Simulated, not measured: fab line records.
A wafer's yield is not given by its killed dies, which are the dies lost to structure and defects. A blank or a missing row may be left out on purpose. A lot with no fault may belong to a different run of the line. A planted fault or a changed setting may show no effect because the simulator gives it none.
Chamber matching || flow nand_harc || NHARC_A_WL_FILL_ETCHBACK_26 on rie_si-05 has 4 sister chambers
The step etches the open film in HBr, target depth 52 nm, time 13.3 s. 14 wafers are shown with their chamber, then 7 later ones without.

## EACH WAFER AND ITS CHAMBER
{"wafer": "L074.1", "chamber": 1, "drypump_motor_current_A (A)": 4.9, "oes_product_au (a.u.)": 1.001, "throttle_valve_pct (%)": 23.266}
{"wafer": "L074.3", "chamber": 0, "drypump_motor_current_A (A)": 5.4, "oes_product_au (a.u.)": 1.004, "throttle_valve_pct (%)": 23.247}
{"wafer": "L074.6", "chamber": 3, "drypump_motor_current_A (A)": 6.2, "oes_product_au (a.u.)": 0.994, "throttle_valve_pct (%)": 23.274}
{"wafer": "L077.3", "chamber": 0, "drypump_motor_current_A (A)": 5.4, "oes_product_au (a.u.)": 1.010, "throttle_valve_pct (%)": 23.271}
{"wafer": "L077.4", "chamber": 2, "drypump_motor_current_A (A)": 5.8, "oes_product_au (a.u.)": 0.985, "throttle_valve_pct (%)": 23.268}
{"wafer": "L077.6", "chamber": 3, "drypump_motor_current_A (A)": 6.2, "oes_product_au (a.u.)": 1.013, "throttle_valve_pct (%)": 23.278}
{"wafer": "L082.3", "chamber": 3, "drypump_motor_current_A (A)": 6.2, "oes_product_au (a.u.)": 1.012, "throttle_valve_pct (%)": 23.271}
{"wafer": "L082.4", "chamber": 1, "drypump_motor_current_A (A)": 5.0, "oes_product_au (a.u.)": 1.005, "throttle_valve_pct (%)": 23.260}
{"wafer": "L082.6", "chamber": 3, "drypump_motor_current_A (A)": 6.2, "oes_product_au (a.u.)": 1.000, "throttle_valve_pct (%)": 23.265}
{"wafer": "L085.1", "chamber": 3, "drypump_motor_current_A (A)": 6.2, "oes_product_au (a.u.)": 1.004, "throttle_valve_pct (%)": 23.256}
{"wafer": "L085.2", "chamber": 1, "drypump_motor_current_A (A)": 5.0, "oes_product_au (a.u.)": 0.998, "throttle_valve_pct (%)": 23.258}
{"wafer": "L085.3", "chamber": 0, "drypump_motor_current_A (A)": 5.4, "oes_product_au (a.u.)": 1.028, "throttle_valve_pct (%)": 23.273}
{"wafer": "L089.1", "chamber": 1, "drypump_motor_current_A (A)": 5.0, "oes_product_au (a.u.)": 1.001, "throttle_valve_pct (%)": 23.251}
{"wafer": "L089.4", "chamber": 0, "drypump_motor_current_A (A)": 5.4, "oes_product_au (a.u.)": 1.012, "throttle_valve_pct (%)": 23.264}

SIGNATURES, as means of the wafers listed above
{"reading": "drypump_motor_current_A", "chamber 0": 5.400, "chamber 1": 4.975, "chamber 2": 5.800, "chamber 3": 6.200, "scatter within a chamber": 0.0274}
{"reading": "oes_product_au", "chamber 0": 1.01350, "chamber 1": 1.00125, "chamber 2": 0.98500, "chamber 3": 1.00460, "scatter within a chamber": 0.00774}
{"reading": "throttle_valve_pct", "chamber 0": 23.26375, "chamber 1": 23.25875, "chamber 2": 23.26800, "chamber 3": 23.26880, "scatter within a chamber": 0.0091}
Rule: for a wafer and a chamber, the distance is found by dividing, reading by reading, the gap between the wafer's reading and the chamber's mean by the reading's scatter, squaring, summing and taking the root. If the next closest chamber is less than 2 further off than the closest, the wafer can't be placed; otherwise it belongs to the closest. The scatter: the root of (the sum of the squares of (reading less its chamber's mean) over the shown wafers, divided by (wafers less chambers)).

## WAFERS WHOSE CHAMBER IS MISSING
{"wafer": "L089.6", "drypump_motor_current_A (A)": 5.4, "oes_product_au (a.u.)": 1.006, "throttle_valve_pct (%)": 23.264}
{"wafer": "L091.2", "drypump_motor_current_A (A)": 6.2, "oes_product_au (a.u.)": 1.002, "throttle_valve_pct (%)": 23.263}
{"wafer": "L091.3", "drypump_motor_current_A (A)": 5.8, "oes_product_au (a.u.)": 0.990, "throttle_valve_pct (%)": 23.269}
{"wafer": "L091.6", "drypump_motor_current_A (A)": 6.2, "oes_product_au (a.u.)": 0.999, "throttle_valve_pct (%)": 23.267}
{"wafer": "L094.1", "drypump_motor_current_A (A)": 6.2, "oes_product_au (a.u.)": 1.010, "throttle_valve_pct (%)": 23.262}
{"wafer": "L094.2", "drypump_motor_current_A (A)": 5.0, "oes_product_au (a.u.)": 0.990, "throttle_valve_pct (%)": 23.260}
{"wafer": "L094.4", "drypump_motor_current_A (A)": 5.8, "oes_product_au (a.u.)": 0.999, "throttle_valve_pct (%)": 23.277}

## WHICH CHAMBER EACH ONE RAN IN
{"wafer": "L089.6", "from the rows above": 0, "in truth": 0}
{"wafer": "L091.2", "from the rows above": 3, "in truth": 3}
{"wafer": "L091.3", "from the rows above": 2, "in truth": 2}
{"wafer": "L091.6", "from the rows above": 3, "in truth": 3}
{"wafer": "L094.1", "from the rows above": 3, "in truth": 3}
{"wafer": "L094.2", "from the rows above": 1, "in truth": 1}
{"wafer": "L094.4", "from the rows above": 2, "in truth": 2}
Correct placement for 7 of the 7. Number that these rows cannot place: 0. 0 placed wrongly.
